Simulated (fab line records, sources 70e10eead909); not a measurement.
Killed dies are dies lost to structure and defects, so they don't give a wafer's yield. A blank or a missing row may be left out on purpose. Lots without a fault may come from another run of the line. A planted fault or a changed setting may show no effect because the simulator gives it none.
A struck lot beside a sound one | flow nand_harc | 43 steps out of a route of 1302
Sound: wafers L254.3, L254.5, L254.6. Struck: wafer L259.3. (L259.4 of the same lot was not struck and is left out.) The cause comes at the end.
At each step with rows: each side's tool, then ch and its chambers, then its first start. Under that, the readings that differ: sound wafers | struck wafers | difference of the means | sigmas: that difference in standard deviations of wafers without a fault.
alike: readings whose means differ by less than 2 such deviations, and words and numbers that are the same on both sides. not compared: withheld readings, readings that some wafer has no value for, bounds like >300 that may hide the same value, and numbers for which the record gives no deviation and whose values overlap.
The two part at a step that has a row with sigmas, a row that says differs or no value, or rows on one side only. Numbers that don't overlap but have no deviation are shown without sigmas and don't part them. A reading that every wafer of one side lacks parts them only if that side has two wafers or more.

NHARC_A_ONON_D2_THK_MEAS_21: measures by ellipsometry.
  sound on film_metro-01, day 16 15:26; struck on film_metro-02, day 18 10:25
  alike: thk_nm
then, 1 step without rows for these wafers: NHARC_A_ONON_D2_DEP_22 (target thk 1000 nm).
NHARC_A_ONON_D2_THK_MEAS_24: measures by ellipsometry.
  sound on film_metro-01, day 16 16:00; struck on film_metro-02, day 18 11:00
  alike: thk_nm
then, 1 step without rows for these wafers: NHARC_A_ONON_D2_DEP_25 (target thk 1000 nm).
NHARC_A_ONON_D2_THK_MEAS_27: measures by ellipsometry.
  sound on film_metro-01, day 16 16:34; struck on film_metro-02, day 18 11:34
  reading     | sound          | struck | difference | sigmas
  thk_nm (nm) | 1018 1019 1018 | 987    | -31        | -3
then, 1 step without rows for these wafers: NHARC_A_ONON_D2_DEP_28 (target thk 1000 nm).
NHARC_A_ONON_D2_THK_MEAS_30: measures by ellipsometry.
  sound on film_metro-01, day 16 17:08; struck on film_metro-01, day 18 12:08
  alike: thk_nm
NHARC_A_ONON_D2_DEP_33: deposits SiO2, target thk 200 nm.
  sound on pecvd-04 ch 1,2, day 16 17:17; struck on pecvd-01 ch 2, day 18 12:16
  alike: chamber_pressure_Torr, heater_power_w, throttle_valve_pct
NHARC_A_ONON_D2_THK_MEAS_34: measures by ellipsometry.
  sound on film_metro-01, day 16 17:42; struck on film_metro-01, day 18 12:36
  alike: thk_nm
NHARC_A_ONON_D2_INSPECT_32:
  sound on defect_inspect-02, day 16 17:46; struck on defect_inspect-01, day 18 12:40
  reading          | sound       | struck | difference | sigmas
  raw_defect_count | 272 237 321 | 621    | +344       | +2
then, 1 step without rows for these wafers: NHARC_A_CHANNEL_HOLE_D2_DEP_00 (deposits aC, target thk 3100 nm).
NHARC_A_CHANNEL_HOLE_D2_DEP_01: deposits SiON, target thk 140 nm.
  sound on pecvd-02 ch 0,2, day 17 01:58; struck on pecvd-04 ch 2, day 18 14:41
  alike: chamber_pressure_Torr, heater_power_w
then, 10 steps without rows for these wafers: NHARC_A_CHANNEL_HOLE_D2_DEHYDRATE_02 (time 120 s); NHARC_A_CHANNEL_HOLE_D2_HMDS_03 (time 30 s); NHARC_A_CHANNEL_HOLE_D2_COAT_36 (time 75 s); NHARC_A_CHANNEL_HOLE_D2_COAT_37 (time 65 s); NHARC_A_CHANNEL_HOLE_D2_COAT_04 (resist thk 90 nm); NHARC_A_CHANNEL_HOLE_D2_SOFTBAKE_05 (time 55 s); NHARC_A_CHANNEL_HOLE_D2_EBR_06; NHARC_A_CHANNEL_HOLE_D2_EXPOSE_07 (exposes mask HOLE D2, target cd 100 nm); NHARC_A_CHANNEL_HOLE_D2_PEB_08 (peb time 65 s); NHARC_A_CHANNEL_HOLE_D2_DEVELOP_09 (develop time 35 s).
NHARC_A_CHANNEL_HOLE_D2_CD_MEAS_10: target cd 100 nm.
  sound on cd_sem-03 ch 0, day 17 02:40; struck on cd_sem-02 ch 0, day 18 15:23
  alike: cd_nm
NHARC_A_CHANNEL_HOLE_D2_OVL_MEAS_11:
  sound on overlay-01, day 17 02:45; struck on overlay-01, day 18 15:28
  alike: overlay_x_nm, overlay_y_nm
NHARC_A_CHANNEL_HOLE_D2_INSPECT_12:
  sound on defect_inspect-02, day 17 02:47; struck on defect_inspect-02, day 18 15:31
  reading          | sound    | struck | difference | sigmas
  raw_defect_count | 12 11 10 | 763    | +752       | +36
then, 2 steps without rows for these wafers: NHARC_A_CHANNEL_HOLE_D2_DESCUM_15 (chemistry O2, time 3 s); NHARC_A_CHANNEL_HOLE_D2_ETCH_38 (etches the open film in CF4, target depth 39 nm, time 65 s).
NHARC_A_CHANNEL_HOLE_D2_ETCH_39: etches the open film in N2/H2, target depth 260 nm, time 325 s.
  sound on rie_diel-02 ch 0,1; struck on rie_diel-02 ch 1
  alike: drypump_motor_current_A, oes_product_au, rf_vpp_V, showerhead_plenum_p_Torr, throttle_valve_pct
  not compared: rf_hours_counter_h
then, 2 steps without rows for these wafers: NHARC_A_CHANNEL_HOLE_D2_ETCH_34 (etches the open film in CF4/CHF3, target depth 154 nm, time 77 s); NHARC_A_CHANNEL_HOLE_D2_ETCH_16 (etches the open film in O2/COS, target depth 3100 nm, time 806 s).
NHARC_A_CHANNEL_HOLE_D2_CD_MEAS_18:
  sound on cd_sem-01, day 17 03:58; struck on cd_sem-02, day 18 16:41
  alike: cd_nm
then, 3 steps without rows for these wafers: NHARC_A_CHANNEL_HOLE_D2_ETCH_19 (etches the open film in C4F8/O2/Ar, time 34.5 s); NHARC_A_CHANNEL_HOLE_D2_ETCH_20 (etches the open film in C4F8/O2/Ar, time 361.9 s, target depth 1600 nm); NHARC_A_CHANNEL_HOLE_D2_ETCH_21 (etches the open film in C4F8/O2/Ar, time 514.3 s, target depth 1600 nm).
NHARC_A_CHANNEL_HOLE_D2_ETCH_22: etches the open film in C4F8/O2/Ar, time 666.7 s, target depth 1600 nm.
  sound on har_etch-01 ch 0,1, day 17 05:05; struck on har_etch-01 ch 1, day 18 20:43
  alike: drypump_motor_current_A, showerhead_plenum_p_Torr, throttle_valve_pct
  not compared: rf_hours_counter_h
then, 2 steps without rows for these wafers: NHARC_A_CHANNEL_HOLE_D2_ETCH_23 (etches the open film in C4F8/O2/Ar, time 819 s, target depth 1600 nm); NHARC_A_CHANNEL_HOLE_D2_ETCH_24 (etches the open film in C4F8/O2/Ar, time 906.2 s, target depth 1500 nm).
NHARC_A_CHANNEL_HOLE_D2_ETCH_25: etches the open film in C4F8/O2/Ar, time 1040.2 s, target depth 1500 nm.
  sound on har_etch-01 ch 0,1, day 17 07:14; struck on har_etch-01 ch 1, day 18 22:51
  alike: drypump_motor_current_A, showerhead_plenum_p_Torr, throttle_valve_pct
  not compared: rf_hours_counter_h
then, 1 step without rows for these wafers: NHARC_A_CHANNEL_HOLE_D2_ETCH_26 (etches the open film in C4F8/O2/Ar, time 224.1 s, target depth 300 nm).
NHARC_A_CHANNEL_HOLE_D2_ETCH_27: etches the open film in C4F8/O2/Ar, time 90 s, target depth 400 nm.
  sound on har_etch-01 ch 0,1, day 17 08:05; struck on har_etch-01 ch 1, day 18 23:43
  alike: drypump_motor_current_A, showerhead_plenum_p_Torr, throttle_valve_pct
  not compared: rf_hours_counter_h
then, 1 step without rows for these wafers: NHARC_A_CHANNEL_HOLE_D2_STRIP_41 (strips in N2/H2).
NHARC_A_CHANNEL_HOLE_D2_INSPECT_40:
  sound on defect_inspect-02, day 17 09:45; struck on defect_inspect-02, day 19 01:22
  reading          | sound       | struck | difference | sigmas
  raw_defect_count | 216 215 266 | 1096   | +864       | +11
-- the record jumps here: 11 days lie between the struck wafers' starts before and after (it left off in module A_CHANNEL_HOLE_D2 and takes up again in module END, whose first step shown is number 1302 of the route) --
NHARC_END_SORT_01:
  sound on prober-01 ch 0, day 28 15:46; struck on prober-01 ch 0, day 30 10:46
  reading         | sound    | struck | difference | sigmas
  killed_at_array | 61 62 58 | 128    | +68        | +3
  killed_dies     | 64 67 63 | 129    | +64        | +3
  alike: killed_at_other, killed_at_periphery, killed_open, killed_short

WHERE THEY PART
First at NHARC_A_ONON_D2_THK_MEAS_27; last, within this record, at NHARC_END_SORT_01.

WHY: what the simulator had put in
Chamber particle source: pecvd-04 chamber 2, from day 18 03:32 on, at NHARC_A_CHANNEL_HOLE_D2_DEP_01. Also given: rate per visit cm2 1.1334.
